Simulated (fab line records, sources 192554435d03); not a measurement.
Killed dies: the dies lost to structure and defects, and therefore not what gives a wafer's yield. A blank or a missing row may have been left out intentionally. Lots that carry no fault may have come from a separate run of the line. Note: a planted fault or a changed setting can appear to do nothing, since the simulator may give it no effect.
Problem report in the 8D (eight disciplines) form, filled by code / flow n5_finfet / the parts of the form that need people (team, actions taken, sign-off) are left out

1. THE PROBLEM
EOT_P at N5_BEOL_M4_RC_MEAS_101 reads a mean of 13.13 on 1 wafer of 1 lot; wafers without a fault read 10.50 with a standard deviation of 0.1. That is +26 standard deviations from the usual mean.
Earliest sighting: wafer L394.6 on prober-01 at day 10 06:25. The record has a number at this step for 29 wafers belonging to 11 lots. Rule for "out", or "out of limits": more than 4 standard deviations from the usual mean. The rest of the wafers with a number are treated as sound.

2. WHAT IT IS, AND WHAT IT ISN'T
question=which readings at this step | is=EOT_P, DIBL_N, EOT_N, IGATE_N, IGATE_P | is not=SS_P, VT_N, VT_P
question=which lots | is=L394 | is not=L383, L384, L385, L388, L389, L390, L396, L400, L401, L403
question=which wafers of those lots | is=L394.6 | is not=L394.2, L394.3
question=read on which gauges | is=prober-01 | is not=prober-02
question=when | is=from day 10 06:25 | is not=up to then (17 sound wafers); but 11 sound wafers of L396, L400, L401, L403 came after

3. SUSPECTS, AND WHAT RULES EACH OUT
Counting: a tool at a process step up to the reading stays a suspect if it ran every lot that is out. Sound lots after the first of them don't rule it out here, since some wafers of a struck lot are sound.
- the gauge at N5_BEOL_M4_RC_MEAS_101 is ruled out. All the wafers that are out were read on prober-01, but those of them that N5_PASSIVATION_PROBE_49 has rows for are out there too, on other tools.
- remote_plasma-01 at N5_DUMMY_REMOVAL_PRECLEAN_08 (cleans in NF3:NH3, afs cycles 2, time 20 s, sublimation time 60 s): kept. L394, the lot that is out, went through it at day 6 18:01; up to then, the latest sound lot through it was L390 at day 5 18:09.
- pvd_sputter-01 at N5_BEOL_M4_SPUTTER_81 (material Cu, target thk 4.5 nm, time 8.29 s): kept. L394, the lot that is out, went through it at day 10 03:50; up to then, the latest sound lot through it was L389 at day 8 22:23.
What counting leaves: remote_plasma-01 at N5_DUMMY_REMOVAL_PRECLEAN_08 and pvd_sputter-01 at N5_BEOL_M4_SPUTTER_81.

4. THE CAUSE (what the simulator had put in)
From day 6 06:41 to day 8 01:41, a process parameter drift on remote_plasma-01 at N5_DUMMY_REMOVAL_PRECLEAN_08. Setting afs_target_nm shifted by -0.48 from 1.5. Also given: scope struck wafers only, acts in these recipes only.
This tool is one of the 2 suspects left after counting.

5. THE CHAIN OF EFFECTS, in route order
Each row: a reading whose mean over the struck wafers that have a number lies more than 3 standard deviations from the usual. Scope: only readings with a usual standard deviation given in the record; hours: median across lots of the time from each lot's start at the first step in this table that gives one to its start at this step; sigmas: change in usual standard deviations.
hours=0; step=N5_BEOL_M4_RC_MEAS_101; reading=DIBL_N; usual=36.3 mV/V; on struck wafers=43.0; change=+6.7; sigmas=+4.2
hours=0; step=N5_BEOL_M4_RC_MEAS_101; reading=EOT_N; usual=10.54; on struck wafers=13.20; change=+2.66; sigmas=+24
hours=0; step=N5_BEOL_M4_RC_MEAS_101; reading=EOT_P; usual=10.50; on struck wafers=13.13; change=+2.63; sigmas=+26
hours=0; step=N5_BEOL_M4_RC_MEAS_101; reading=IGATE_N; usual=0.0123 nA/um; on struck wafers=0.0005; change=-0.0118; sigmas=-5.9
hours=0; step=N5_BEOL_M4_RC_MEAS_101; reading=IGATE_P; usual=0.0037 nA/um; on struck wafers=0.0001; change=-0.0036; sigmas=-6.1
hours=0; step=N5_BEOL_M4_RC_MEAS_101; reading=IOFF_N; usual=0.16 nA/um; on struck wafers=0.26; change=+0.10; sigmas=+3.2
hours=0; step=N5_BEOL_M4_RC_MEAS_101; reading=IOFF_N_85C; usual=3.1 nA/um; on struck wafers=4.7; change=+1.6; sigmas=+3.3
hours=0; step=N5_BEOL_M4_RC_MEAS_101; reading=IOFF_N_LIN; usual=0.073 nA/um; on struck wafers=0.121; change=+0.048; sigmas=+4.0
hours=0; step=N5_BEOL_M4_RC_MEAS_101; reading=IOFF_P_LIN; usual=0.097 nA/um; on struck wafers=0.146; change=+0.049; sigmas=+3.8
hours=0; step=N5_BEOL_M4_RC_MEAS_101; reading=ION_N; usual=673 uA/um; on struck wafers=631; change=-42; sigmas=-3.8
hours=0; step=N5_BEOL_M4_RC_MEAS_101; reading=ION_P; usual=461 uA/um; on struck wafers=433; change=-28; sigmas=-3.8
hours=95; step=N5_PASSIVATION_PROBE_49; reading=sort_bin_4_leakage; usual=0.00 %; on struck wafers=0.08; change=+0.08; sigmas=+8.0
hours=95; step=N5_PASSIVATION_PROBE_49; reading=sort_bin_8_speed; usual=0.00 %; on struck wafers=15.42; change=+15.42; sigmas=+99 or more
hours=95; step=N5_PASSIVATION_PROBE_49; reading=sort_n_pass; usual=1080; on struck wafers=873; change=-207; sigmas=-12
hours=95; step=N5_PASSIVATION_PROBE_49; reading=sort_yield_pct; usual=91.5 %; on struck wafers=74.0; change=-17.5; sigmas=-12
Process steps it contains:
- N5_PASSIVATION_PROBE_49

6. WHAT WOULD HAVE CAUGHT IT SOONER
In this record the first reading out of limits at a measuring or inspecting step was taken at day 10 06:25, 96 hours after the fault began at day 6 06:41.
Each of the lots that are out, 1 in all, had begun N5_DUMMY_REMOVAL_PRECLEAN_08 on remote_plasma-01 no later than day 10 06:25. None of them would have been spared by holding the tool at that moment.
